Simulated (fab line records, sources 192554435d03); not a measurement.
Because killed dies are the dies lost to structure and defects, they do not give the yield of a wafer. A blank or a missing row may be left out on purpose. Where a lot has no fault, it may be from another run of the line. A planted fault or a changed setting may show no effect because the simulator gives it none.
fab line records    flow n5Finfet
record lots=24  wafers=72  lastDay=20
route steps=1938 shown BEOL_M5@1168 BEOL_M6@1196
lots untouched by any fault: they come from a run of this same line in which no faults occurred
startH: hours from the record's first day to the start of the lot's first wafer shown    waitH: hours since the lot's step before    " repeats the value in the row above    L1.1+2: one row covering several wafers at once    - no value, or no start given    * or withheld: withheld    < > ~ a bound
route shown NAME@n: names a module that has steps shown in the file, with the first one's number in the route    usual: mean/standard deviation of fault-free wafers    same: alike in all rows    chamber/n: place in a boat    sites: per-site readings    _std_site: their standard deviation    _edge_site: the outer-site mean with the inner-site mean subtracted    radiusMm: how far each site lies from the wafer's centre    mask NAME#n: copy n    behind: the most recent tool/chamber to have shaped the wafer    hold: reason for holding the lot/hours on hold/outcome of the hold    device: whichever transistor did not switch (one of n, p or np)    end of line: the same wafers' tests at the end of the route    where a step has no rows: the recipe by itself    killed: the dies lost at the first sort to structure and to defects; this is not the yield of the wafer    map: a wafer's dies, x killed, . not, _ none there
set.NAME: the setting the step ran with; set.NAME@STEP: the setting that earlier step ran with    model.NAME: the simulator's own value behind a step, which no gauge read
steps of the route over a sample of lots; a table a step, a row a wafer
services: a tool's chamber out of use, with start hour (startH, from the record's first day; less than 0 if before it), hours out, and reason
## steps
# step N5_BEOL_M5_CD_MEAS_35
# recipe targetCdNm=28  targetCdYNm=24  polarity=opening
# usual cdNm=27.9/0.37
lot.wafer  tool      chamber  startH  waitH  cdNm
L074.2     cdSem-02  -        194.22  0.0    27.6
L074.4     "         -        "       "      27.8
L074.6     "         -        "       "      27.9
L075.2     cdSem-01  -        202.99  0.0    28.1
L075.4     "         -        "       "      28.4
L075.5     "         -        "       "      28.2
L076.3     cdSem-03  -        206.22  0.0    27.2
L076.4     "         -        "       "      27.8
L076.5     "         -        "       "      27.8
L078.1     cdSem-02  -        223.51  0.0    27.8
L078.4     "         -        "       "      28.2
L078.5     "         -        "       "      27.7
L077.1     cdSem-02  -        230.51  0.0    28.1
L077.5     "         -        "       "      28.5
L077.6     "         -        "       "      27.5
L079.1     cdSem-02  -        245.78  0.0    28.1
L079.2     "         -        "       "      28.0
L079.3     "         -        "       "      27.4
L080.1     cdSem-01  -        246.47  0.0    27.8
L080.2     "         -        "       "      28.7
L080.4     "         -        "       "      28.3
L081.2     cdSem-02  -        252.69  0.0    27.4
L081.3     "         -        "       "      28.2
L081.4     "         -        "       "      27.8
L082.3     cdSem-02  -        254.64  0.0    27.7
L082.5     "         -        "       "      27.6
L082.6     "         -        "       "      27.9
L083.1     cdSem-02  -        282.56  0.0    27.7
L083.3     "         -        "       "      27.4
L083.5     "         -        "       "      27.5
L084.3     cdSem-02  -        294.36  0.0    28.0
L084.5     "         -        "       "      27.5
L084.6     "         -        "       "      28.0
L085.3     cdSem-03  -        299.93  0.0    27.4
L085.4     "         -        "       "      28.6
L085.6     "         -        "       "      28.1
L086.2     cdSem-03  -        303.50  0.0    28.2
L086.3     "         -        "       "      27.9
L086.5     "         -        "       "      28.2
L088.1     cdSem-02  -        304.03  0.0    27.1
L088.3     "         -        "       "      27.9
L088.6     "         -        "       "      28.2
L087.1     cdSem-03  -        309.64  0.0    28.1
L087.2     "         -        "       "      27.6
L087.5     "         -        "       "      27.4
L089.2     cdSem-02  -        310.66  0.0    28.3
L089.3     "         -        "       "      27.5
L089.5     "         -        "       "      27.7
L090.4     cdSem-03  -        312.81  0.0    27.6
L090.5     "         -        "       "      28.6
L090.6     "         -        "       "      28.0
L092.3     cdSem-01  -        318.81  0.0    28.0
L092.4     "         -        "       "      27.7
L092.5     "         -        "       "      27.9
L094.1     cdSem-02  -        329.76  0.0    27.7
L094.2     "         -        "       "      28.5
L094.6     "         -        "       "      28.3
L091.2     cdSem-02  -        330.15  0.0    28.3
L091.4     "         -        "       "      27.1
L091.6     "         -        "       "      27.6
L095.2     cdSem-01  -        335.67  0.0    28.4
L095.3     "         -        "       "      27.8
L095.6     "         -        "       "      28.3
L093.1     cdSem-01  -        338.79  0.0    28.5
L093.2     "         -        "       "      27.5
L093.6     "         -        "       "      28.5
L096.1     cdSem-03  -        339.76  0.0    28.2
L096.2     "         -        "       "      28.2
L096.4     "         -        "       "      27.7
L097.1     cdSem-02  -        368.59  0.0    27.5
L097.2     "         -        "       "      27.8
L097.4     "         -        "       "      27.8
# step N5_BEOL_M6_THK_MEAS_01
# recipe reads=SiCOH_lowk_of_BEOL_M6_ILD_DEP_00
# usual M6_ILD_THK=154.5/2.3
lot.wafer  tool          chamber  startH  waitH  M6_ILD_THK[nm]
L074.2     filmMetro-01  -        204.85  0.4    152.0
L074.4     "             -        "       "      156.0
L074.6     "             -        "       "      155.1
L075.2     filmMetro-01  -        210.27  0.4    155.6
L075.4     "             -        "       "      153.5
L075.5     "             -        "       "      160.0
L076.3     filmMetro-02  -        214.18  0.3    153.9
L076.4     "             -        "       "      153.3
L076.5     "             -        "       "      153.6
L078.1     filmMetro-01  -        232.10  0.8    155.4
L078.4     "             -        "       "      158.8
L078.5     "             -        "       "      158.6
L077.1     filmMetro-02  -        238.15  0.8    151.8
L077.5     "             -        "       "      156.3
L077.6     "             -        "       "      155.2
L079.1     filmMetro-02  -        255.52  0.4    154.1
L079.2     "             -        "       "      155.0
L079.3     "             -        "       "      154.6
L080.1     filmMetro-02  -        255.63  0.4    153.1
L080.2     "             -        "       "      155.8
L080.4     "             -        "       "      157.1
L081.2     filmMetro-02  -        260.24  0.4    154.2
L081.3     "             -        "       "      153.5
L081.4     "             -        "       "      155.9
L082.3     filmMetro-01  -        262.88  0.3    150.9
L082.5     "             -        "       "      154.5
L082.6     "             -        "       "      152.2
L083.1     filmMetro-02  -        290.22  0.4    151.8
L083.3     "             -        "       "      154.9
L083.5     "             -        "       "      156.6
L084.3     filmMetro-01  -        302.11  0.3    149.4
L084.5     "             -        "       "      152.1
L084.6     "             -        "       "      151.9
L085.3     filmMetro-02  -        307.34  0.3    150.9
L085.4     "             -        "       "      152.8
L085.6     "             -        "       "      152.8
L086.2     filmMetro-02  -        311.45  0.7    153.7
L086.3     "             -        "       "      154.3
L086.5     "             -        "       "      159.6
L088.1     filmMetro-01  -        311.88  0.4    151.7
L088.3     "             -        "       "      153.7
L088.6     "             -        "       "      154.7
L087.1     filmMetro-02  -        317.51  0.8    153.5
L087.2     "             -        "       "      152.0
L087.5     "             -        "       "      153.7
L089.2     filmMetro-01  -        320.64  0.7    155.3
L089.3     "             -        "       "      154.4
L089.5     "             -        "       "      158.2
L090.4     filmMetro-01  -        322.60  0.4    157.0
L090.5     "             -        "       "      160.4
L090.6     "             -        "       "      156.8
L092.3     filmMetro-02  -        327.68  0.3    152.0
L092.4     "             -        "       "      156.8
L092.5     "             -        "       "      153.9
L094.1     filmMetro-01  -        336.81  0.4    153.1
L094.2     "             -        "       "      154.3
L094.6     "             -        "       "      155.8
L091.2     filmMetro-02  -        340.03  0.4    153.9
L091.4     "             -        "       "      157.6
L091.6     "             -        "       "      157.2
L095.2     filmMetro-02  -        343.20  0.4    149.9
L095.3     "             -        "       "      151.6
L095.6     "             -        "       "      153.6
L093.1     filmMetro-02  -        346.56  0.4    153.0
L093.2     "             -        "       "      152.3
L093.6     "             -        "       "      156.7
L096.1     filmMetro-02  -        347.42  0.4    150.8
L096.2     "             -        "       "      150.0
L096.4     "             -        "       "      154.5
L097.1     filmMetro-01  -        376.26  0.4    153.1
L097.2     "             -        "       "      155.2
L097.4     "             -        "       "      156.8
# step N5_BEOL_M6_HM_DEP_02
# recipe material=TiN  targetThkA=200  tempC=25  chamberPressurePa=0.49996
# usual throttleValvePct=29.8/0.66
lot.wafer  tool           chamber  startH  waitH  throttleValvePct
L074.2     pvdSputter-02  -        204.99  0.1    29.7
L074.4     "              -        "       "      30.0
L074.6     "              -        "       "      29.3
L075.2     pvdSputter-03  -        210.38  0.1    29.6
L075.4     "              -        "       "      30.9
L075.5     "              -        "       "      29.2
L076.3     pvdSputter-02  -        214.68  0.4    29.1
L076.4     "              -        "       "      30.1
L076.5     "              -        "       "      29.6
L078.1     pvdSputter-02  -        232.58  0.4    30.0
L078.4     "              -        "       "      29.0
L078.5     "              -        "       "      29.6
L077.1     pvdSputter-02  -        239.28  1.1    29.7
L077.5     "              -        "       "      29.5
L077.6     "              -        "       "      29.0
L079.1     pvdSputter-02  -        256.62  1.1    29.8
L079.2     "              -        "       "      29.0
L079.3     "              -        "       "      29.9
L080.1     pvdSputter-01  -        256.66  1.0    30.1
L080.2     "              -        "       "      28.2
L080.4     "              -        "       "      31.2
L081.2     pvdSputter-03  -        261.04  0.7    30.0
L081.3     "              -        "       "      30.7
L081.4     "              -        "       "      29.2
L082.3     pvdSputter-03  -        263.28  0.3    29.3
L082.5     "              -        "       "      29.1
L082.6     "              -        "       "      30.5
L083.1     pvdSputter-01  -        291.35  1.1    28.4
L083.3     "              -        "       "      30.0
L083.5     "              -        "       "      28.5
L084.3     pvdSputter-02  -        303.64  1.5    29.8
L084.5     "              -        "       "      29.0
L084.6     "              -        "       "      30.2
L085.3     pvdSputter-03  -        308.20  0.8    30.8
L085.4     "              -        "       "      29.2
L085.6     "              -        "       "      29.8
L086.2     pvdSputter-03  -        312.90  1.4    29.1
L086.3     "              -        "       "      29.3
L086.5     "              -        "       "      30.0
L088.1     pvdSputter-01  -        312.90  1.0    29.8
L088.3     "              -        "       "      28.6
L088.6     "              -        "       "      28.5
L087.1     pvdSputter-01  -        318.00  0.4    29.8
L087.2     "              -        "       "      31.1
L087.5     "              -        "       "      30.1
L089.2     pvdSputter-03  -        321.89  1.2    30.0
L089.3     "              -        "       "      30.5
L089.5     "              -        "       "      29.3
L090.4     pvdSputter-03  -        322.85  0.2    29.9
L090.5     "              -        "       "      30.8
L090.6     "              -        "       "      29.0
L092.3     pvdSputter-02  -        327.78  0.0    30.1
L092.4     "              -        "       "      29.7
L092.5     "              -        "       "      30.2
L094.1     pvdSputter-02  -        337.22  0.4    29.7
L094.2     "              -        "       "      30.0
L094.6     "              -        "       "      30.1
L091.2     pvdSputter-02  -        340.28  0.2    30.1
L091.4     "              -        "       "      28.8
L091.6     "              -        "       "      28.9
L095.2     pvdSputter-01  -        343.68  0.4    30.0
L095.3     "              -        "       "      28.5
L095.6     "              -        "       "      30.9
L093.1     pvdSputter-02  -        347.02  0.4    30.2
L093.2     "              -        "       "      29.2
L093.6     "              -        "       "      29.1
L096.1     pvdSputter-02  -        347.51  0.0    29.7
L096.2     "              -        "       "      30.2
L096.4     "              -        "       "      29.7
L097.1     pvdSputter-01  -        378.47  2.1    28.2
L097.2     "              -        "       "      30.3
L097.4     "              -        "       "      30.1
# step N5_BEOL_M6_OVL_MEAS_12
# recipe pointsPerWafer=44
# usual M6_OVL=0.0/0.7
lot.wafer  tool        chamber  startH  waitH  M6_OVL[nm]
L074.2     overlay-02  0        205.40  0.0    -0.5
L074.4     "           0        "       "      -1.1
L074.6     "           0        "       "      -1.0
L075.2     overlay-01  0        210.78  0.0    0.4
L075.4     "           0        "       "      0.4
L075.5     "           0        "       "      0.8
L076.3     overlay-01  0        215.08  0.0    0.1
L076.4     "           0        "       "      1.3
L076.5     "           0        "       "      0.7
L078.1     overlay-01  0        233.11  0.0    -0.8
L078.4     "           0        "       "      -0.4
L078.5     "           0        "       "      -1.4
L077.1     overlay-01  0        239.81  0.0    -0.1
L077.5     "           0        "       "      -0.1
L077.6     "           0        "       "      0.4
L079.1     overlay-01  0        257.15  0.0    -0.7
L079.2     "           0        "       "      0.3
L079.3     "           0        "       "      0.3
L080.1     overlay-02  0        257.32  0.0    0.3
L080.2     "           0        "       "      0.3
L080.4     "           0        "       "      -1.1
L081.2     overlay-01  0        261.57  0.0    0.4
L081.3     "           0        "       "      -0.2
L081.4     "           0        "       "      0.5
L082.3     overlay-02  0        263.81  0.0    0.2
L082.5     "           0        "       "      -0.1
L082.6     "           0        "       "      -0.2
L083.1     overlay-01  0        291.88  0.0    0.0
L083.3     "           0        "       "      -0.6
L083.5     "           0        "       "      -0.1
L084.3     overlay-01  0        304.17  0.0    1.2
L084.5     "           0        "       "      1.8
L084.6     "           0        "       "      1.7
L085.3     overlay-01  0        308.61  0.0    0.0
L085.4     "           0        "       "      0.3
L085.6     "           0        "       "      0.6
L086.2     overlay-02  0        313.43  0.0    -0.4
L086.3     "           0        "       "      -1.0
L086.5     "           0        "       "      -1.4
L088.1     overlay-02  0        313.60  0.0    -0.3
L088.3     "           0        "       "      -0.1
L088.6     "           0        "       "      0.1
L087.1     overlay-01  0        318.53  0.0    -0.4
L087.2     "           0        "       "      0.3
L087.5     "           0        "       "      -0.7
L089.2     overlay-02  0        322.42  0.0    1.1
L089.3     "           0        "       "      1.7
L089.5     "           0        "       "      -0.2
L090.4     overlay-02  0        323.27  0.0    -0.6
L090.5     "           0        "       "      -0.7
L090.6     "           0        "       "      -0.5
L092.3     overlay-01  0        328.31  0.0    0.4
L092.4     "           0        "       "      0.1
L092.5     "           0        "       "      -0.2
L094.1     overlay-01  0        337.75  0.0    -0.3
L094.2     "           0        "       "      -0.8
L094.6     "           0        "       "      -0.7
L091.2     overlay-01  0        340.81  0.0    -0.4
L091.4     "           0        "       "      0.1
L091.6     "           0        "       "      0.2
L095.2     overlay-02  0        344.21  0.0    0.7
L095.3     "           0        "       "      0.5
L095.6     "           0        "       "      0.2
L093.1     overlay-02  0        347.55  0.0    0.7
L093.2     "           0        "       "      -0.1
L093.6     "           0        "       "      0.3
L096.1     overlay-02  0        348.04  0.0    0.5
L096.2     "           0        "       "      0.2
L096.4     "           0        "       "      0.5
L097.1     overlay-02  0        378.87  0.0    -0.2
L097.2     "           0        "       "      -0.1
L097.4     "           0        "       "      0.2
# step N5_BEOL_M6_CD_MEAS_18
# recipe pitchNm=80  targetCdNm=40
# usual cdNm=39.9/0.57
lot.wafer  tool      chamber  startH  waitH  cdNm
L074.2     cdSem-03  -        205.91  0.1    39.9
L074.4     "         -        "       "      40.1
L074.6     "         -        "       "      39.7
L075.2     cdSem-02  -        211.30  0.1    39.5
L075.4     "         -        "       "      39.5
L075.5     "         -        "       "      38.9
L076.3     cdSem-01  -        216.18  0.1    39.6
L076.4     "         -        "       "      39.3
L076.5     "         -        "       "      38.9
L078.1     cdSem-02  -        233.71  0.0    40.0
L078.4     "         -        "       "      39.1
L078.5     "         -        "       "      40.0
L077.1     cdSem-03  -        240.35  0.1    39.3
L077.5     "         -        "       "      39.2
L077.6     "         -        "       "      39.3
L079.1     cdSem-02  -        257.87  0.0    40.7
L079.2     "         -        "       "      40.1
L079.3     "         -        "       "      39.5
L080.1     cdSem-01  -        258.11  0.0    40.2
L080.2     "         -        "       "      40.1
L080.4     "         -        "       "      40.0
L081.2     cdSem-01  -        262.15  0.1    40.2
L081.3     "         -        "       "      38.9
L081.4     "         -        "       "      40.2
L082.3     cdSem-03  -        264.46  0.1    40.4
L082.5     "         -        "       "      40.5
L082.6     "         -        "       "      40.2
L083.1     cdSem-01  -        292.73  0.0    40.4
L083.3     "         -        "       "      40.8
L083.5     "         -        "       "      39.8
L084.3     cdSem-03  -        304.75  0.1    40.2
L084.5     "         -        "       "      40.6
L084.6     "         -        "       "      40.3
L085.3     cdSem-01  -        309.28  0.1    39.3
L085.4     "         -        "       "      39.4
L085.6     "         -        "       "      39.8
L086.2     cdSem-02  -        314.09  0.1    40.3
L086.3     "         -        "       "      39.7
L086.5     "         -        "       "      40.9
L088.1     cdSem-02  -        314.35  0.0    40.7
L088.3     "         -        "       "      40.6
L088.6     "         -        "       "      39.9
L087.1     cdSem-03  -        319.05  0.0    40.2
L087.2     "         -        "       "      40.3
L087.5     "         -        "       "      40.5
L089.2     cdSem-03  -        323.00  0.1    40.0
L089.3     "         -        "       "      40.1
L089.5     "         -        "       "      40.3
L090.4     cdSem-03  -        323.79  0.1    40.3
L090.5     "         -        "       "      41.0
L090.6     "         -        "       "      40.3
L092.3     cdSem-02  -        328.83  0.1    40.3
L092.4     "         -        "       "      40.4
L092.5     "         -        "       "      40.1
L094.1     cdSem-01  -        338.27  0.0    39.7
L094.2     "         -        "       "      40.0
L094.6     "         -        "       "      39.9
L091.2     cdSem-02  -        341.33  0.1    40.7
L091.4     "         -        "       "      40.5
L091.6     "         -        "       "      39.7
L095.2     cdSem-03  -        345.26  0.1    40.7
L095.3     "         -        "       "      40.6
L095.6     "         -        "       "      41.7
L093.1     cdSem-02  -        348.07  0.0    38.9
L093.2     "         -        "       "      39.7
L093.6     "         -        "       "      39.4
L096.1     cdSem-02  -        348.56  0.0    41.3
L096.2     "         -        "       "      40.3
L096.4     "         -        "       "      40.0
L097.1     cdSem-03  -        379.50  0.0    39.8
L097.2     "         -        "       "      39.8
L097.4     "         -        "       "      39.3
# step N5_BEOL_M6_ETCH_66
# recipe chemistry=N2/H2  target=SOC  targetDepthA=800  overetchA=160  maskMaterial=SiARC  tempC=40  timeS=120  ionEnergyEv=200  pressureMtorr=30  sourceW=840  biasW=150  n2FlowSccm=200  h2FlowSccm=200
# usual drypumpMotorCurrentA=5.6/0.38  n2FlowSccm=200.0/0.66  oesProductAu=0.62/0.057  rfVppV=525.1/1.7  showerheadPlenumPTorr=2.58/0.062  throttleValvePct=17.6/0.34
lot.wafer  tool        chamber  startH  waitH  drypumpMotorCurrentA  n2FlowSccm  oesProductAu  rfHoursCounterH  rfVppV  showerheadPlenumPTorr  throttleValvePct
L074.2     rieDiel-06  1        211.14  0.0    5.6                   200.6       0.62          95               524.2   2.56                   17.8
L074.4     "           0        "       "      5.2                   200.1       0.71          -                525.3   2.58                   17.0
L074.6     "           3        "       "      4.9                   199.1       0.54          -                520.1   2.41                   17.7
L075.2     rieDiel-04  2        214.07  0.0    5.9                   200.1       0.55          212              523.8   2.50                   17.9
L075.4     "           1        "       "      6.2                   199.7       0.55          209              525.9   2.62                   18.1
L075.5     "           1        "       "      6.2                   200.1       0.56          -                527.5   2.62                   18.1
L076.3     rieDiel-04  1        219.36  0.0    6.2                   199.0       0.55          212              525.7   2.62                   18.1
L076.4     "           2        "       "      6.0                   199.1       0.55          214              522.9   2.50                   17.9
L076.5     "           3        "       "      5.5                   200.4       0.67          -                526.2   2.58                   17.2
L078.1     rieDiel-01  2        234.28  0.0    5.9                   201.4       0.61          84               525.9   2.68                   17.6
L078.4     "           1        "       "      5.3                   200.2       0.55          227              526.6   2.60                   17.9
L078.5     "           1        "       "      5.3                   201.1       0.55          -                525.6   2.60                   18.0
L077.1     rieDiel-06  3        243.85  0.0    4.9                   199.4       0.53          229              520.7   2.40                   17.7
L077.5     "           1        "       "      5.5                   201.1       0.61          -                523.8   2.55                   17.8
L077.6     "           2        "       "      5.6                   200.9       0.71          -                525.8   2.61                   17.4
L079.1     rieDiel-04  2        260.18  0.0    5.9                   200.6       0.53          228              523.9   2.50                   17.9
L079.2     "           3        "       "      5.5                   200.2       0.65          37               524.9   2.57                   17.2
L079.3     "           0        "       "      6.1                   199.6       0.68          53               525.4   2.58                   17.4
L080.1     rieDiel-01  2        260.58  0.0    5.9                   201.3       0.60          93               527.4   2.68                   17.6
L080.2     "           3        "       "      5.3                   199.8       0.65          57               524.8   2.57                   17.5
L080.4     "           0        "       "      5.9                   200.9       0.65          49               527.6   2.69                   17.3
L081.2     rieDiel-04  1        264.07  0.0    6.3                   198.7       0.55          226              526.9   2.62                   18.2
L081.3     "           0        "       "      6.1                   199.3       0.67          54               523.9   2.58                   17.4
L081.4     "           3        "       "      5.5                   199.2       0.65          39               524.9   2.57                   17.3
L082.3     rieDiel-04  0        268.77  0.0    6.1                   200.0       0.67          55               525.0   2.58                   17.4
L082.5     "           2        "       "      6.0                   201.0       0.53          -                522.9   2.49                   17.9
L082.6     "           3        "       "      5.5                   198.9       0.66          -                525.2   2.57                   17.2
L083.1     rieDiel-06  1        293.97  0.0    5.6                   200.3       0.60          121              523.6   2.54                   17.9
L083.3     "           3        "       "      4.9                   200.3       0.52          247              519.9   2.39                   17.7
L083.5     "           2        "       "      5.7                   200.3       0.68          -                526.1   2.60                   17.5
L084.3     rieDiel-06  0        305.98  0.0    5.2                   201.0       0.66          48               525.1   2.56                   17.0
L084.5     "           0        "       "      5.2                   200.5       0.66          -                524.7   2.56                   17.0
L084.6     "           1        "       "      5.6                   199.9       0.59          -                525.5   2.54                   17.9
L085.3     rieDiel-06  0        309.80  0.0    5.2                   200.2       0.67          49               524.8   2.56                   17.0
L085.4     "           0        "       "      5.2                   199.3       0.66          -                525.3   2.56                   17.0
L085.6     "           1        "       "      5.6                   200.0       0.59          -                523.7   2.54                   17.9
L086.2     rieDiel-06  0        315.87  0.0    5.2                   201.6       0.66          52               525.0   2.56                   17.0
L086.3     "           2        "       "      5.6                   201.1       0.67          38               524.5   2.60                   17.4
L086.5     "           0        "       "      5.2                   200.0       0.66          -                524.9   2.56                   17.0
L088.1     rieDiel-01  2        316.42  0.0    5.9                   199.9       0.60          111              529.5   2.67                   17.6
L088.3     "           0        "       "      5.9                   199.4       0.63          68               527.6   2.68                   17.4
L088.6     "           0        "       "      5.9                   199.7       0.63          -                528.1   2.68                   17.3
L087.1     rieDiel-06  2        321.32  0.0    5.6                   199.4       0.66          40               526.4   2.60                   17.5
L087.2     "           3        "       "      4.9                   199.8       0.74          0                528.2   2.71                   17.4
L087.5     "           2        "       "      5.6                   199.6       0.67          -                525.5   2.60                   17.5
L089.2     rieDiel-06  0        325.69  0.0    5.2                   199.4       0.65          55               523.6   2.56                   17.0
L089.3     "           3        "       "      4.9                   199.9       0.72          1                529.1   2.71                   17.3
L089.5     "           0        "       "      5.2                   200.0       0.65          -                524.5   2.56                   17.0
L090.4     rieDiel-04  2        325.92  0.0    5.9                   199.7       0.54          248              522.7   2.49                   18.0
L090.5     "           2        "       "      5.9                   200.9       0.53          -                522.5   2.49                   18.0
L090.6     "           3        "       "      5.5                   200.4       0.64          -                523.4   2.56                   17.3
L092.3     rieDiel-04  0        329.34  0.0    6.1                   200.5       0.65          74               525.8   2.57                   17.4
L092.4     "           1        "       "      6.2                   199.4       0.53          245              525.6   2.61                   18.2
L092.5     "           0        "       "      6.1                   199.8       0.65          -                525.8   2.57                   17.4
L094.1     rieDiel-06  1        339.86  0.0    5.6                   200.1       0.59          136              523.5   2.54                   17.9
L094.2     "           2        "       "      5.6                   201.1       0.66          47               524.7   2.59                   17.5
L094.6     "           3        "       "      4.9                   199.6       0.71          -                529.5   2.71                   17.4
L091.2     rieDiel-01  0        341.97  0.0    5.9                   199.8       0.62          77               526.1   2.68                   17.3
L091.4     "           3        "       "      5.3                   199.2       0.63          86               525.0   2.56                   17.6
L091.6     "           1        "       "      5.3                   200.7       0.77          -                526.1   2.59                   17.5
L095.2     rieDiel-04  1        345.86  0.0    6.2                   200.1       0.54          248              525.3   2.61                   18.2
L095.3     "           3        "       "      5.5                   198.7       0.63          65               525.7   2.56                   17.3
L095.6     "           3        "       "      5.5                   200.5       0.63          -                524.8   2.56                   17.3
L096.1     rieDiel-06  3        350.05  0.0    4.9                   200.2       0.70          10               528.8   2.70                   17.4
L096.2     "           2        "       "      5.7                   200.1       0.65          51               524.9   2.59                   17.5
L096.4     "           0        "       "      5.2                   199.4       0.64          63               524.4   2.56                   17.0
L093.1     rieDiel-04  0        350.39  0.0    6.1                   200.6       0.65          81               523.5   2.57                   17.4
L093.2     "           1        "       "      6.2                   199.7       0.53          250              524.6   2.61                   18.2
L093.6     "           3        "       "      5.5                   199.0       0.62          -                525.4   2.56                   17.3
L097.1     rieDiel-06  2        382.14  0.0    5.6                   200.6       0.64          63               525.7   2.59                   17.5
L097.2     "           3        "       "      5.0                   199.7       0.67          23               527.7   2.70                   17.4
L097.4     "           0        "       "      5.2                   199.6       0.63          75               525.6   2.55                   17.1
## services
tool           chamber  startH  hours  kind
rieDiel-06     3        181.80  17.0   repair
rieDiel-06     2        198.81  -      clean
rieDiel-06     2        198.81  -      consumableReplace:focusRing
rieDiel-06     2        198.81  16.9   scheduledDown
rieDiel-06     2        198.81  16.9   ventCycle
rieDiel-01     -        202.64  0.5    repair
rieDiel-01     -        252.18  2.8    pm
rieDiel-06     3        304.55  -      clean
rieDiel-06     3        304.55  -      consumableReplace:focusRing
rieDiel-06     3        304.55  -      consumableReplace:showerhead
rieDiel-04     2        335.54  -      clean
rieDiel-04     2        335.54  -      consumableReplace:focusRing
rieDiel-04     2        335.54  23.7   scheduledDown
rieDiel-04     2        335.54  23.7   ventCycle
rieDiel-04     1        338.83  3.5    repair
pvdSputter-01  -        344.74  1.6    repair
pvdSputter-02  -        351.20  11.7   repair
rieDiel-06     1        354.22  10.2   repair
rieDiel-01     0        354.91  5.7    repair
rieDiel-04     1        359.22  -      clean
rieDiel-04     1        359.22  -      consumableReplace:focusRing
rieDiel-04     1        359.22  19.2   scheduledDown
rieDiel-04     1        359.22  19.2   ventCycle
pvdSputter-03  -        378.22  3.7    repair
## key
fault none
